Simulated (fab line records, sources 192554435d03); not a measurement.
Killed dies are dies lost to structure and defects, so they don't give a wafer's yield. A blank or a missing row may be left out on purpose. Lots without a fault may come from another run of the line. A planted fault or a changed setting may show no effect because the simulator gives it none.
A struck lot beside a sound one | flow n5_finfet | 37 steps out of a route of 1938
Sound: wafers L611.1, L611.3, L611.5. Struck: wafer L625.1. (L625.4, L625.5 of the same lot were not struck and are left out.) The cause comes at the end.
At each step with rows: each side's tool, then ch and its chambers, then its first start. Under that, the readings that differ: sound wafers | struck wafers | difference of the means | sigmas: that difference in standard deviations of wafers without a fault.
alike: readings whose means differ by less than 2 such deviations, and words and numbers that are the same on both sides. not compared: withheld readings, readings that some wafer has no value for, bounds like >300 that may hide the same value, and numbers for which the record gives no deviation and whose values overlap.
The two part at a step that has a row with sigmas, a row that says differs or no value, or rows on one side only. Numbers that don't overlap but have no deviation are shown without sigmas and don't part them. A reading that every wafer of one side lacks parts them only if that side has two wafers or more.

first, 10 steps without rows for these wafers: N5_FIN_SAQP_ETCH_69 (etches SOC in N2/H2, stops on SiNx, target depth 150 nm); N5_FIN_SAQP_ETCH_67 (etches SiNx in CH3F/O2, target depth 30 nm); N5_FIN_SAQP_STRIP_70 (strips in N2/H2); N5_FIN_SAQP_RECESS_71 (chemistry HF/NH3, target SiO2, target depth 3 nm, afs cycles 1, sublimation time 60 s); N5_FIN_SAQP_SPACER2_ALD_28 (deposits SiO2, target thk 8.1 nm, pulse time 1 s, purge time 2 s); N5_FIN_SAQP_SPACER2_ETCHBACK_29 (etches SiO2 in CHF3/O2, target depth 12.2 nm, time 6.1 s); N5_FIN_SAQP_MANDREL2_REMOVE_60 (chemistry HBr/Cl2/O2, target a-Si, stops on SiNx, bt time 10 s); N5_FIN_SAQP_HM_OPEN_33 (chemistry CH3F/O2, target SiNx, target depth 49.4 nm, time 70.6 s); N5_FIN_SAQP_ETCH_34 (etches SiO2 in C4F6/O2, target depth 45 nm, time 15 s); N5_FIN_SAQP_STRIP_77 (strips in N2/H2, time 90 s).
N5_FIN_SAQP_ETCH_64: etches SiO2 in CF4, target depth 1.5 nm.
  sound on rie_si-01 ch 0,1,2, day 2 08:52; struck on rie_si-01 ch 2, day 5 20:23
  reading                                      | sound             | struck | difference | sigmas
  oes_product_au (a.u.)                        | 0.993 1.012 0.981 | 1.364  | +0.369     | +15
  model.SiNx_of_FIN_SAQP_HM_DEP_03.thk_nm (nm) | 32.2 32 33        | 31     | -1         |
  model.etch.depth_nm (nm)                     | 1.474 1.495 1.507 | 2.36   | +0.87      |
  alike: bias_w, drypump_motor_current_A, throttle_valve_pct
  not compared: rf_hours_counter_h
then, 23 steps without rows for these wafers: N5_FIN_SAQP_FIN_ETCH_36 (etches the open film in HBr/Cl2/O2, target depth 120 nm, time 50.4 s); N5_FIN_SAQP_PRECLEAN_38 (cleans in O3/DIW, time 45 s); N5_FIN_SAQP_PRECLEAN_45 (cleans in dHF, time 10 s); N5_FIN_SAQP_SRD_39 (time 30 s); N5_FIN_CUT_COAT_18 (time 60 s, resist thk 230 nm); N5_FIN_CUT_COAT_19 (time 60 s, resist thk 20 nm); N5_FIN_CUT_COAT_29 (time 60 s, resist thk 10 nm); N5_FIN_CUT_COAT_02 (resist thk 30 nm); N5_FIN_CUT_EBR_04; N5_FIN_CUT_SOFTBAKE_03 (time 60 s); N5_FIN_CUT_EXPOSE_05 (exposes mask FIN CUT); N5_FIN_CUT_PEB_06 (peb time 60 s); N5_FIN_CUT_DEVELOP_07 (develop time 30 s); N5_FIN_CUT_DESCUM_13 (chemistry O2, time 7 s); N5_FIN_CUT_ETCH_30 (etches underlayer in N2/H2, target depth 13 nm, time 10.4 s); N5_FIN_CUT_ETCH_20 (etches SiARC in CF4, target depth 26 nm, time 43.3 s); N5_FIN_CUT_ETCH_21 (etches SOC in N2/H2, target depth 219 nm, overetch 43.8 nm, time 523.5 s); N5_FIN_CUT_STRIP_23 (strips in N2/H2); N5_FIN_CUT_STRIP_31 (strips in N2/H2); N5_FIN_CUT_STRIP_24 (strips in CF4); N5_FIN_CUT_CUT_ETCH_26 (etches SiNx in CH3F/O2, target depth 39 nm, time 55.7 s); N5_FIN_CUT_CUT_ETCH_27 (etches SiO2 in CHF3/O2, target depth 4 nm, overetch 2 nm, time 4.9 s); N5_FIN_CUT_PRECLEAN_35 (cleans in vHF, time 13.3 s).
N5_STI_FIN_REVEAL_RECESS_09: chemistry HF/NH3, target SiO2, afs cycles 11, target depth 42.5 nm, sublimation time 60 s.
  sound on vapor_etch-02 ch 0,1, day 2 16:33; struck on vapor_etch-02 ch 1, day 6 04:16
  reading                                      | sound             | struck | difference | sigmas
  temp_c (C)                                   | 30.28 30.14 29.91 | 29.73  | -0.38      | -3
  model.SiNx_of_FIN_SAQP_HM_DEP_03.thk_nm (nm) | 17.4 17.6 18.2    | 16.4   | -1.3       |
  alike: drypump_motor_current_A
-- the record jumps here: 8 days lie between the struck wafers' starts before and after (it left off in module STI_FIN_REVEAL and takes up again in module BEOL_M4, whose first step shown is number 1111 of the route) --
N5_BEOL_M4_RC_MEAS_101:
  sound on prober-01 ch 0, day 11 02:20; struck on prober-02 ch 0, day 14 01:43
  reading   | sound       | struck | difference | sigmas
  VT_N (mV) | 245 251 248 | 255    | +7         | +2
  alike: DIBL_N, DIBL_P, IOFF_N, IOFF_P, ION_N, ION_P, SS_N, SS_P, VT_P
-- the record jumps here: 5 days lie between the struck wafers' starts before and after (it left off in module BEOL_M4 and takes up again in module PASSIVATION, whose first step shown is number 1936 of the route) --
N5_PASSIVATION_PROBE_49:
  sound on prober-02, day 15 05:04; struck on prober-01, day 18 15:39
  alike: defect_limited_yield, killed_at_M0_to_M3, killed_at_M4_up, killed_at_contacts, killed_at_front_end, killed_at_other, killed_dies, killed_open, killed_short, sort_bin_5_function, sort_bin_6_memory, sort_bin_8_speed, sort_n_pass, sort_yield_pct

WHERE THEY PART
First at N5_FIN_SAQP_ETCH_64; last, within this record, at N5_BEOL_M4_RC_MEAS_101. Later steps at which nothing parts them and some readings are alike: N5_PASSIVATION_PROBE_49.

WHY: what the simulator had put in
Process parameter drift: rie_si-01, from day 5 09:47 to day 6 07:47, at N5_FIN_SAQP_ETCH_64. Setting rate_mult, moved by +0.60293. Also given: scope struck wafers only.
